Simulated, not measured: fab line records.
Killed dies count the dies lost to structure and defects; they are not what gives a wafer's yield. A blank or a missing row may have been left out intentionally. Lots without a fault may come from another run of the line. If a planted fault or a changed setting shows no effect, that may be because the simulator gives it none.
Which tool is to blame? | flow nand harc | 33 wafers from 11 lots sampled at 5 of the route's 1302 steps

WHAT THE GAUGES SHOWED, per wafer
NHARC_END_SORT_01.
lot  | measured     | on        | killed at array
L167 | day 27 00:29 | prober-01 | 39

TOOL THAT RAN EACH LOT (tool first, then ch and the chambers of the sampled wafers, then the start)
lot  | NHARC_A_STAIRCASE_TRIM_220         | NHARC_A_STAIRCASE_DESCUM_252       | NHARC_A_STAIRCASE_ETCH_253         | NHARC_A_STAIRCASE_DESCUM_270
L161 | rie diel-13 ch 1,2,3, day 16 16:46 | rie diel-11 ch 0,1,3, day 16 20:15 | rie diel-11 ch 0,1,3, day 16 20:22 | rie diel-13 ch 0,1,3, day 17 05:04
L163 | rie diel-11 ch 0,3, day 18 03:47   | rie diel-11 ch 1,2,3, day 18 07:26 | rie diel-11 ch 0,1,3, day 18 07:31 | rie diel-13 ch 0,2, day 18 11:17
L164 | rie diel-11 ch 0,1,2, day 18 09:31 | rie diel-08 ch 0,3, day 18 13:07   | rie diel-08 ch 0,1,3, day 18 13:11 | rie diel-13 ch 0,3, day 18 16:56
L167 | rie diel-13 ch 1,2,3, day 19 00:52 | rie diel-08 ch 0,3, day 19 04:31   | rie diel-08 ch 0,1, day 19 04:35   | rie diel-13 ch 0,1,2, day 19 11:06
L170 | rie diel-13 ch 0,3, day 20 12:53   | rie diel-08 ch 1,3, day 20 16:47   | rie diel-08 ch 2,3, day 20 16:55   | rie diel-13 ch 1,2,3, day 20 21:04
L169 | rie diel-08 ch 1,3, day 20 13:40   | rie diel-08 ch 2,3, day 20 18:02   | rie diel-08 ch 1,3, day 20 18:07   | rie diel-08 ch 0,1, day 20 22:17
L174 | rie diel-08 ch 0,3, day 22 14:40   | rie diel-11 ch 0,1, day 22 18:47   | rie diel-11 ch 0,1,2, day 22 18:55 | rie diel-11 ch 0,1, day 22 22:52
L175 | rie diel-11 ch 0,2,3, day 22 20:47 | rie diel-13 ch 0,1,3, day 23 02:26 | rie diel-13 ch 1,2,3, day 23 02:34 | rie diel-08 ch 0,2,3, day 23 06:32
L180 | rie diel-13 ch 1,2,3, day 24 09:11 | rie diel-08 ch 2,3, day 24 13:01   | rie diel-08 ch 0,2, day 24 13:07   | rie diel-08 ch 0,2,3, day 24 16:45
L179 | rie diel-08 ch 0,2,3, day 24 10:13 | rie diel-13 ch 0,1,3, day 24 13:57 | rie diel-13 ch 0,1,3, day 24 14:02 | rie diel-13 ch 0,1,2, day 24 18:46
L178 | rie diel-13 ch 1,2, day 24 15:19   | rie diel-08 ch 0,2,3, day 24 18:48 | rie diel-08 ch 0,1,2, day 24 18:53 | rie diel-08 ch 1,2, day 24 22:40
- NHARC_A_STAIRCASE_TRIM_220: chemistry O2, time 211.2 s.
- NHARC_A_STAIRCASE_DESCUM_252: chemistry O2, time 3 s.
- NHARC_A_STAIRCASE_ETCH_253: etches the open film in C4F8/O2, target depth 50 nm, time 20.2 s.
- NHARC_A_STAIRCASE_DESCUM_270: chemistry O2, time 3 s.

THE ANSWER, worked out from the rows above alone
Rule: the lots themselves supply what counts as usual. The widest of any qualifying gaps counts: lots, ordered by their means at a reading, are off when they make up no more than a third of the lots, leave a main group of 4 or more, and stand apart from it by 3 or more times the standard deviation of that group's means. A main group is skipped when, at the precision printed for the reading in the tables above, its means are all equal. A lot without any number at a reading at which 4 lots or more have one is off too. All remaining lots with rows at the step are treated as sound.
No lot is off on any of the readings shown, so nothing can be concluded from this.

WHAT THE SIMULATOR HAD INSERTED
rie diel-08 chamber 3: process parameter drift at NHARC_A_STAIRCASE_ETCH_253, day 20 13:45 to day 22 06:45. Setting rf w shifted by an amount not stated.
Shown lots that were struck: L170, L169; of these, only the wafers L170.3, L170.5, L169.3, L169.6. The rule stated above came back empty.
